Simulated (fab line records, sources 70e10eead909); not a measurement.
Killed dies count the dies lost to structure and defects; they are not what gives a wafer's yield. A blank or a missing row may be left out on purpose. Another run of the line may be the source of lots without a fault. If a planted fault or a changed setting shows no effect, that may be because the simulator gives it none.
fab line records    flow nand_harc
record: lots: 5  wafers: 15  last_day: 33
route steps=1302 shown P_ZERO_WELL@61 P_STI@69 END@1302
lots with no fault: from the same line, run without faults
start_h: start of the lot's first displayed wafer, in hours after the record's first day    wait_h: hours since the lot's step before    " repeats the value in the row above    L1.1+2: several wafers, shown together as one row    - no value present, or no start provided    * or withheld: withheld    < > ~ a bound
route shown NAME@n: NAME is a module with steps in the file, n the number in the route of the first one    usual: mean/standard deviation taken from wafers without a fault    same: alike in all rows    chamber/n: place in a boat    sites: the reading at each site    _std_site: the values' standard deviation    _edge_site: inner sites' mean taken away from outer sites' mean    radius_mm: how far each site lies from the wafer's centre    mask NAME#n: copy n    behind: tool/chamber where the wafer was last shaped    hold: the reason the lot was held/the length of the hold in hours/how it ended    device: the n, p or np transistor that did not switch    end of line: tests run on the same wafers once the route is complete    a step with no rows: only its recipe    killed: the dies lost at the first sort to structure and to defects; this is not the yield of the wafer    map: shows each die of a wafer: x if killed, . if not, _ if none is there
set.NAME: the setting as run; set.NAME@STEP: as run at that earlier step    model.NAME: the simulator's own value behind a step, which no gauge read
lots at some steps of the route; a table a step, a row a wafer
services: from which hour (start_h, from the record's first day; less than 0 if before it) a tool's chamber was out of use, for how many hours, and why
== steps ==
step: NHARC_P_ZERO_WELL_DESCUM_54
recipe: time_s: 3  o2_flow_sccm: 200  ar_flow_sccm: 0  bias_power_w: 0  chemistry: O2
usual: drypump_motor_current_A: 6.0/0.38  oes_product_au: 0.999/0.0082  rf_vpp_V: 57.9/0.99  showerhead_plenum_p_Torr: 1.94/0.093  throttle_valve_pct: 11.311/0.0092
lot.wafer  tool         chamber  start_h  wait_h  drypump_motor_current_A  oes_product_au  rf_hours_counter_h  rf_vpp_V  showerhead_plenum_p_Torr  throttle_valve_pct
L756.1     rie_diel-08  0        25.92    -       6.4                      1.000           1                   55.8      1.91                      11.308
L756.3     "            1        "        "       5.7                      0.999           1                   57.1      1.90                      11.310
L756.6     "            0        "        "       6.4                      0.999           -                   57.9      1.91                      11.319
L758.4     rie_diel-03  2        46.64    -       6.5                      1.011           32                  57.9      1.87                      11.317
L758.5     "            1        "        "       5.6                      1.002           -                   57.4      2.02                      11.291
L758.6     "            2        "        "       6.4                      0.991           -                   58.2      1.87                      11.316
L768.2     rie_diel-08  1        145.84   -       5.7                      0.998           38                  58.9      1.89                      11.314
L768.1     "            3        "        "       6.0                      0.998           47                  57.7      2.06                      11.310
L768.5     "            2        "        "       6.2                      1.003           -                   58.8      1.97                      11.314
L778.3     rie_diel-03  1        246.08   -       5.6                      1.008           40                  57.3      2.00                      11.311
L778.5     "            3        "        "       6.2                      1.003           -                   55.9      2.06                      11.317
L778.6     "            1        "        "       5.6                      1.006           -                   57.8      2.00                      11.298
L779.2     rie_diel-02  0        256.02   -       5.9                      1.002           10                  56.6      1.88                      11.310
L779.4     "            3        "        "       5.9                      1.002           8                   57.4      1.80                      11.304
L779.6     "            1        "        "       5.4                      1.005           -                   58.8      2.06                      11.308
step: NHARC_P_ZERO_WELL_IMPLANT_55
recipe: energy_kev: 180  dose_cm2: 8e+11  tilt_deg: 7
step: NHARC_P_ZERO_WELL_IMPLANT_61
recipe: energy_kev: 30  dose_cm2: 5e+11  tilt_deg: 7
step: NHARC_P_ZERO_WELL_STRIP_56
recipe: time_s: 840  temp_c: 130  chemistry: SPM
step: NHARC_P_ZERO_WELL_PRECLEAN_68
recipe: time_s: 60  temp_c: 50  bath_age_min: 0  chemistry: SC1
step: NHARC_P_ZERO_WELL_SRD_69
step: NHARC_P_ZERO_WELL_RTA_42
recipe: temp_c: 1100  time_s: 300
usual: lamp_power_pct: 36.29/0.14  wafer_temp_C_max: 1104.6/0.93
lot.wafer  tool           chamber  start_h  wait_h  lamp_power_pct  wafer_temp_C_max
L756.1     rtp_anneal-02  0        26.88    -       36.42           1104.6
L756.3     "              0        "        "       36.38           1105.2
L756.6     "              0        "        "       36.42           1104.5
L758.4     rtp_anneal-02  0        47.95    -       36.45           1103.0
L758.5     "              0        "        "       36.39           1104.4
L758.6     "              0        "        "       36.51           1103.6
L768.1     rtp_anneal-02  0        146.83   -       36.46           1104.0
L768.2     "              0        "        "       36.49           1104.3
L768.5     "              0        "        "       36.43           1102.9
L778.3     rtp_anneal-01  0        247.27   -       36.20           1104.2
L778.5     "              0        "        "       36.24           1104.8
L778.6     "              0        "        "       36.13           1105.6
L779.2     rtp_anneal-01  0        257.11   -       36.17           1105.7
L779.4     "              0        "        "       36.12           1104.1
L779.6     "              0        "        "       36.20           1104.4
step: NHARC_P_ZERO_WELL_INSPECT_43
usual: raw_defect_count: 13/6
lot.wafer  tool               chamber  start_h  wait_h  raw_defect_count
L756.1     defect_inspect-01  -        27.57    0.6     18
L756.3     "                  -        "        "       22
L756.6     "                  -        "        "       8
L758.4     defect_inspect-02  -        48.31    0.3     12
L758.5     "                  -        "        "       30
L758.6     "                  -        "        "       10
L768.1     defect_inspect-02  -        147.51   0.6     11
L768.2     "                  -        "        "       10
L768.5     "                  -        "        "       12
L778.3     defect_inspect-01  -        247.74   0.4     17
L778.5     "                  -        "        "       23
L778.6     "                  -        "        "       13
L779.2     defect_inspect-02  -        257.68   0.5     12
L779.4     "                  -        "        "       6
L779.6     "                  -        "        "       10
step: NHARC_P_STI_ETCH_26
recipe: target_depth_a: 110  chemistry: dHF  material: SiO2
step: NHARC_P_STI_PRECLEAN_27
recipe: time_s: *  temp_c: 50  bath_age_min: 0  chemistry: SC1
step: NHARC_P_STI_SRD_28
step: NHARC_P_STI_OXIDE_29
recipe: target_thk_a: 100  temp_c: 900  ox_time_s: 1362  material: SiO2
step: NHARC_P_STI_HM_DEP_30
recipe: target_thk_a: 800  temp_c: 790  pressure_mtorr: 300  time_s: 873  material: Si3N4
lot.wafer   tool      chamber  start_h  wait_h
L756.1+3+6  lpcvd-02  0        42.92    6.8
L758.4+5+6  lpcvd-01  1        60.89    3.5
L768.1+2+5  lpcvd-01  0        158.50   3.5
L778.3+5+6  lpcvd-02  0        260.63   3.5
L779.2+4+6  lpcvd-01  0        269.97   3.5
step: NHARC_P_STI_DEHYDRATE_01
recipe: temp_c: 150  time_s: 120
step: NHARC_P_STI_HMDS_02
recipe: time_s: 30
step: NHARC_P_STI_COAT_41
recipe: temp_c: 200  time_s: 65
step: NHARC_P_STI_COAT_03
recipe: spin_rpm: 2000  resist_thk_nm: 600
step: NHARC_P_STI_SOFTBAKE_04
recipe: temp_c: 125  time_s: 70
step: NHARC_P_STI_EBR_05
step: NHARC_P_STI_EXPOSE_06
recipe: na: 0.55  target_cd_nm: 200  dose_mj: 37.69  mask_id: P_STI
step: NHARC_P_STI_PEB_07
recipe: peb_temp_c: 128  peb_time_s: 80
step: NHARC_P_STI_DEVELOP_08
recipe: time_s: 50  dev_temp_c: 22
step: NHARC_P_STI_CD_MEAS_09
recipe: target_cd_nm: 200  landing_energy_ev: 500
usual: cd_nm: 199.9/1.7
lot.wafer  tool       chamber  start_h  wait_h  cd_nm
L756.1     cd_sem-01  0        47.00    -       197.8
L756.3     "          0        "        "       200.7
L756.6     "          0        "        "       198.2
L758.4     cd_sem-02  0        64.84    -       199.6
L758.5     "          0        "        "       202.7
L758.6     "          0        "        "       200.3
L768.1     cd_sem-02  0        162.58   -       198.0
L768.2     "          0        "        "       198.6
L768.5     "          0        "        "       196.4
L778.3     cd_sem-02  0        264.72   -       201.2
L778.5     "          0        "        "       202.0
L778.6     "          0        "        "       204.5
L779.2     cd_sem-03  0        274.10   -       200.4
L779.4     "          0        "        "       199.7
L779.6     "          0        "        "       201.6
step: NHARC_P_STI_OVL_MEAS_10
usual: overlay_x_nm: 0/5.8  overlay_y_nm: 0/7
lot.wafer  tool        chamber  start_h  wait_h  overlay_x_nm  overlay_y_nm
L756.1     overlay-02  -        47.09    -       2             -6
L756.3     "           -        "        "       1             -6
L756.6     "           -        "        "       1             -6
L758.4     overlay-01  -        64.92    -       3             -6
L758.5     "           -        "        "       3             -5
L758.6     "           -        "        "       2             -6
L768.1     overlay-02  -        162.66   -       -15           6
L768.2     "           -        "        "       -15           6
L768.5     "           -        "        "       -15           6
L778.3     overlay-01  -        264.81   -       -1            6
L778.5     "           -        "        "       0             5
L778.6     "           -        "        "       -1            6
L779.2     overlay-02  -        274.19   -       -3            -5
L779.4     "           -        "        "       -3            -5
L779.6     "           -        "        "       -4            -5
step: NHARC_P_STI_INSPECT_11
usual: raw_defect_count: 5.4/2.7
lot.wafer  tool               chamber  start_h  wait_h  raw_defect_count
L756.1     defect_inspect-01  -        47.12    0.0     9
L756.3     "                  -        "        "       11
L756.6     "                  -        "        "       8
L758.4     defect_inspect-02  -        64.96    0.0     2
L758.5     "                  -        "        "       6
L758.6     "                  -        "        "       4
L768.1     defect_inspect-02  -        162.70   0.0     21
L768.2     "                  -        "        "       24
L768.5     "                  -        "        "       22
L778.3     defect_inspect-01  -        264.84   0.0     8
L778.5     "                  -        "        "       1
L778.6     "                  -        "        "       6
L779.2     defect_inspect-01  -        274.22   0.0     6
L779.4     "                  -        "        "       4
L779.6     "                  -        "        "       2
step: NHARC_P_STI_HARDBAKE_13
recipe: temp_c: 118  time_s: 65
step: NHARC_END_SORT_01
recipe: temp_c: 25
usual: killed_at_array: 59/19  killed_at_other: 0.6/0.85  killed_at_periphery: 3.8/2.5  killed_dies: 64/19  killed_open: 3.3/1.8  killed_short: 2.2/1.6
same: gross_dies: 677
lot.wafer  tool       chamber  start_h  wait_h  killed_at_array  killed_at_other  killed_at_periphery  killed_dies  killed_open  killed_short
L756.1     prober-02  0        565.02   2.5     16               1                6                    23           4            2
L756.3     prober-02  0        566.61   3.1     17               3                5                    25           3            2
L756.6     prober-02  0        569.01   4.0     16               3                7                    26           3            0
L758.4     prober-01  0        579.48   3.4     25               0                2                    27           1            3
L758.5     prober-01  0        580.28   3.7     30               1                4                    35           4            2
L758.6     prober-01  0        581.08   4.0     19               0                6                    25           0            3
L768.1     prober-01  0        689.45   2.5     45               1                9                    55           3            1
L768.2     prober-01  0        690.25   2.8     59               0                18                   77           2            3
L768.5     prober-01  0        692.66   3.7     52               0                16                   68           2            2
L779.2     prober-02  0        781.50   2.8     69               0                4                    73           0            2
L779.4     prober-02  0        783.10   3.4     57               1                4                    62           7            1
L779.6     prober-02  0        784.70   4.0     75               0                7                    82           4            1
killed by level:class
L756.1 A_CHANNEL_HOLE_D1:chamber_film_flake=4 A_CHANNEL_HOLE_D2:chamber_film_flake=4 P_ZERO_WELL:chamber_film_flake=2 P_GATE:chamber_film_flake=2 P_CONTACT:geometric_particle:open=1 P_M1:geometric_particle:open=1 A_CHANNEL_FILL_D1:geometric_particle:short=1 A_DECK1_JOINT:geometric_particle:short=1
L756.3 A_CHANNEL_HOLE_D2:chamber_film_flake=8 THIN_TSV:chamber_film_flake=3 P_STI:chamber_film_flake=2 A_CHANNEL_HOLE_D1:chamber_film_flake=2 P_CONTACT:geometric_particle:open=1 P_M0:geometric_particle:short=1 A_CHANNEL_FILL_D1:geometric_particle:short=1 A_WL_FILL:geometric_particle:open=1
L756.6 A_CHANNEL_HOLE_D2:chamber_film_flake=5 P_ZERO_WELL:chamber_film_flake=4 A_WL_FILL:chamber_film_flake=3 THIN_TSV:chamber_film_flake=3 A_CONTACT:chamber_film_flake=2 P_CONTACT:geometric_particle:open=1 A_ONON_D1:geometric_particle:open=1 A_CHANNEL_FILL_D1:geometric_particle:open=1
L758.4 A_CHANNEL_HOLE_D2:chamber_film_flake=5 A_SLIT:chamber_film_flake=4 A_CONTACT:chamber_film_flake=3 P_GATE:chamber_film_flake=2 A_CHANNEL_HOLE_D1:chamber_film_flake=2 A_STAIRCASE:chamber_film_flake=2 A_WL_FILL:chamber_film_flake=2 A_M0:chamber_film_flake=2
L758.5 A_CHANNEL_HOLE_D2:chamber_film_flake=9 A_STAIRCASE:chamber_film_flake=4 A_CHANNEL_HOLE_D1:chamber_film_flake=3 A_CONTACT:chamber_film_flake=3 A_M0:geometric_particle:open=2 P_ZERO_WELL:chamber_film_flake=2 A_WL_FILL:chamber_film_flake=2 A_M0:chamber_film_flake=2
L758.6 A_CHANNEL_HOLE_D2:chamber_film_flake=8 P_GATE:chamber_film_flake=5 A_WL_FILL:chamber_film_flake=3 A_STAIRCASE:chamber_film_flake=2 A_ONON_D1:geometric_particle:short=1 A_ONON_D2:geometric_particle:short=1 A_BLC:geometric_particle:short=1 P_CONTACT:chamber_film_flake=1
L768.1 A_SLIT:chamber_film_flake=24 P_STI:unspecified=9 A_CONTACT:chamber_film_flake=8 A_CHANNEL_HOLE_D1:chamber_film_flake=6 A_CONTACT:geometric_particle:open=2 A_ZERO_WELL:chamber_film_flake=2 A_ONON_D1:geometric_particle:open=1 A_ONON_D2:geometric_particle:short=1
L768.2 A_SLIT:chamber_film_flake=36 P_STI:unspecified=16 A_CONTACT:chamber_film_flake=8 A_WL_FILL:chamber_film_flake=4 A_CHANNEL_HOLE_D1:chamber_film_flake=3 A_STAIRCASE:chamber_film_flake=3 P_M0:geometric_particle:open=1 A_DECK1_JOINT:geometric_particle:short=1
L768.5 A_SLIT:chamber_film_flake=29 P_STI:unspecified=13 A_CONTACT:chamber_film_flake=7 A_CHANNEL_HOLE_D1:chamber_film_flake=4 A_STAIRCASE:chamber_film_flake=3 A_WL_FILL:chamber_film_flake=2 A_CHANNEL_HOLE_D2:geometric_particle:short=1 A_CHANNEL_FILL_D2:geometric_particle:open=1
L779.2 A_CHANNEL_HOLE_D2:chamber_film_flake=31 A_SLIT:chamber_film_flake=15 A_CHANNEL_HOLE_D1:chamber_film_flake=11 A_CONTACT:chamber_film_flake=7 P_BONDPAD:chamber_film_flake=3 A_STAIRCASE:chamber_film_flake=3 A_ONON_D1:geometric_particle:short=1 A_CHANNEL_FILL_D1:geometric_particle:short=1
L779.4 A_CHANNEL_HOLE_D2:chamber_film_flake=21 A_SLIT:chamber_film_flake=16 A_CHANNEL_HOLE_D1:chamber_film_flake=8 A_CONTACT:chamber_film_flake=4 P_BONDPAD:chamber_film_flake=2 P_M0:geometric_particle:open=1 A_ONON_D1:geometric_particle:open=1 A_CHANNEL_FILL_D1:geometric_particle:open=1
L779.6 A_CHANNEL_HOLE_D2:chamber_film_flake=28 A_SLIT:chamber_film_flake=27 A_CHANNEL_HOLE_D1:chamber_film_flake=7 A_CONTACT:chamber_film_flake=6 P_GATE:chamber_film_flake=3 P_BONDPAD:chamber_film_flake=2 A_CHANNEL_FILL_D1:geometric_particle:open=1 A_DECK1_JOINT:geometric_particle:short=1
map L768.2 (x killed, . not)
____________.____________
_________....x.._________
_______........xxx_______
______.....x.xxx...______
_____.x....xxxxxxx.._____
____..x.....xxxxxx...____
____......x.xxxxxx...____
___........x.xx..xx.x.___
___....x....x..xxx.xx.___
__..x.........x..xxx...__
__..............xxx....__
_................xxxx..._
_x...x....x..x.....x...._
_..x.x.................._
_..............xx......._
_.............x........._
..x.................x....
.................x.......
.........................
..............x..........
.........................
_......................._
_......................._
_......................._
_......x................_
_...x..................._
__x....................__
__...................x.__
___.x.................___
___...................___
____.................____
____.......x.........____
_____..............._____
______x............______
_______..........._______
_________......._________
____________x____________
map L758.5 (x killed, . not)
____________.____________
_________......._________
_______..........._______
______......x..xx..______
_____..........xxxx._____
____..........x.x.x..____
____x..........xx....____
___...............x...___
___...............x...___
__.....................__
__.....................__
_......................._
_..........x..x........._
_..........x............_
_....x......x.......x..._
_....x.................._
..........x.........x....
....x....................
x..........xx............
.........................
.........................
_......................._
_......................._
_.....x......x.........._
_..x..x......x.........._
_.............x........._
__.....................__
__.....................__
___......x............___
___...................___
____.................____
____.................____
_____..............._____
______.............______
_______..........._______
_________......._________
____________.____________
== services ==
tool           chamber  start_h  hours  kind
rie_diel-03    0        9.94     -      clean
rie_diel-03    1        9.94     -      clean
rie_diel-03    2        9.94     -      clean
rie_diel-03    3        9.94     -      clean
rtp_anneal-02  -        12.00    12.0   pm
rie_diel-08    -        14.27    9.0    pm
rie_diel-08    0        14.27    9.0    vent_cycle
rie_diel-08    1        14.27    9.0    vent_cycle
rie_diel-08    2        14.27    9.0    vent_cycle
rie_diel-08    3        14.27    9.0    vent_cycle
lpcvd-01       -        26.00    26.0   pm
rie_diel-02    -        39.70    9.0    pm
rie_diel-08    3        43.08    2.2    repair
rie_diel-08    -        76.24    0.3    repair
rie_diel-03    -        104.30   9.0    pm
rie_diel-02    0        111.94   9.0    repair
rie_diel-08    -        116.28   1.1    repair
rie_diel-02    1        122.53   5.6    repair
rie_diel-08    2        133.19   6.7    repair
rie_diel-08    -        191.69   9.0    pm
rie_diel-03    1        195.82   15.9   repair
rie_diel-03    3        197.77   4.1    repair
rie_diel-02    -        216.70   9.0    pm
rie_diel-03    0        244.83   3.6    repair
== key ==
first_sign: step: NHARC_P_STI_INSPECT_11  reading: raw_defect_count  direction: up  sigmas: 6.2  usual: 5.4  struck: 22.3
effect: step: NHARC_END_SORT_01  reading: killed_at_periphery  direction: up  sigmas: 4.3  usual: 3.8  struck: 14.3
met_at NHARC_P_STI_HM_DEP_30
struck_wafers L768.1,L768.2,L768.5
tester_left_out L768
also_fits NHARC_P_ZERO_WELL_DESCUM_54:rie_diel-08,NHARC_P_ZERO_WELL_RTA_42:rtp_anneal-02
fault: kind: chamber_particle_source  tool: lpcvd-01  chamber: 0  onset_h: 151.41  steps: NHARC_P_STI_HM_DEP_30  rate_per_visit_cm2: 0.028802  end_h: 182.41
tester_left_out: of these lots the tester's yield and bins aren't shown, on N5 and GAA mostly nor the transistor test; their killed dies are dies lost to structure and defects alone, not to doping, threshold or leakage, so they don't give the yield
